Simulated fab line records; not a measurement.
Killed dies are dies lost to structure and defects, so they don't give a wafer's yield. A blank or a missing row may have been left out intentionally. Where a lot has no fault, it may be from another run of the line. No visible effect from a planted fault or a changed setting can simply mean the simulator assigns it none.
Matching of chambers || flow n5_finfet || N5_HKMG_FIN_ETCH_32 on rie_diel-06: 4 sister chambers
The step etches SOC in N2/H2, target depth 240 nm, time 300 s. 8 wafers are shown with their chamber, then 7 later ones without.

WAFERS WITH THEIR CHAMBER
{"wafer": "L076.6", "chamber": 2, "drypump_motor_current_A (A)": 5.67, "showerhead_plenum_p_Torr (Torr)": 2.56}
{"wafer": "L087.1", "chamber": 0, "drypump_motor_current_A (A)": 5.61, "showerhead_plenum_p_Torr (Torr)": 2.51}
{"wafer": "L087.4", "chamber": 3, "drypump_motor_current_A (A)": 6.07, "showerhead_plenum_p_Torr (Torr)": 2.56}
{"wafer": "L088.2", "chamber": 1, "drypump_motor_current_A (A)": 5.93, "showerhead_plenum_p_Torr (Torr)": 2.60}
{"wafer": "L088.4", "chamber": 3, "drypump_motor_current_A (A)": 6.05, "showerhead_plenum_p_Torr (Torr)": 2.56}
{"wafer": "L088.6", "chamber": 1, "drypump_motor_current_A (A)": 5.93, "showerhead_plenum_p_Torr (Torr)": 2.60}
{"wafer": "L094.1", "chamber": 0, "drypump_motor_current_A (A)": 5.55, "showerhead_plenum_p_Torr (Torr)": 2.51}
{"wafer": "L094.2", "chamber": 2, "drypump_motor_current_A (A)": 5.66, "showerhead_plenum_p_Torr (Torr)": 2.55}

WAFERS WITHOUT THEIR CHAMBER
{"wafer": "L094.4", "drypump_motor_current_A (A)": 5.65, "showerhead_plenum_p_Torr (Torr)": 2.55}
{"wafer": "L096.1", "drypump_motor_current_A (A)": 5.60, "showerhead_plenum_p_Torr (Torr)": 2.50}
{"wafer": "L096.2", "drypump_motor_current_A (A)": 5.69, "showerhead_plenum_p_Torr (Torr)": 2.54}
{"wafer": "L096.3", "drypump_motor_current_A (A)": 6.07, "showerhead_plenum_p_Torr (Torr)": 2.56}
{"wafer": "L097.1", "drypump_motor_current_A (A)": 6.04, "showerhead_plenum_p_Torr (Torr)": 2.55}
{"wafer": "L097.2", "drypump_motor_current_A (A)": 5.68, "showerhead_plenum_p_Torr (Torr)": 2.54}
{"wafer": "L097.6", "drypump_motor_current_A (A)": 5.57, "showerhead_plenum_p_Torr (Torr)": 2.50}

EACH ONE'S CHAMBER
{"wafer": "L094.4", "from the rows above": 2, "in truth": 2}
{"wafer": "L096.1", "from the rows above": 0, "in truth": 0}
{"wafer": "L096.2", "from the rows above": 2, "in truth": 2}
{"wafer": "L096.3", "from the rows above": 3, "in truth": 3}
{"wafer": "L097.1", "from the rows above": 3, "in truth": 3}
{"wafer": "L097.2", "from the rows above": 2, "in truth": 2}
{"wafer": "L097.6", "from the rows above": 0, "in truth": 0}
Correctly placed: 7 of 7. From these rows, 0 cannot be placed. Wrongly placed: 0.
How it was worked out, from the rows above alone: a wafer's distance from a chamber is the root of the sum, over the readings, of the square of ((its reading less the chamber's mean) divided by the reading's scatter). The wafer belongs to the nearest chamber; if the next one is less than 2 further off, it can't be placed. A chamber's mean is the mean of its shown wafers. How the scatter is found: for the shown wafers, subtract from each reading the mean of its chamber, square and add these, divide the total by (wafers less chambers), then take the root.
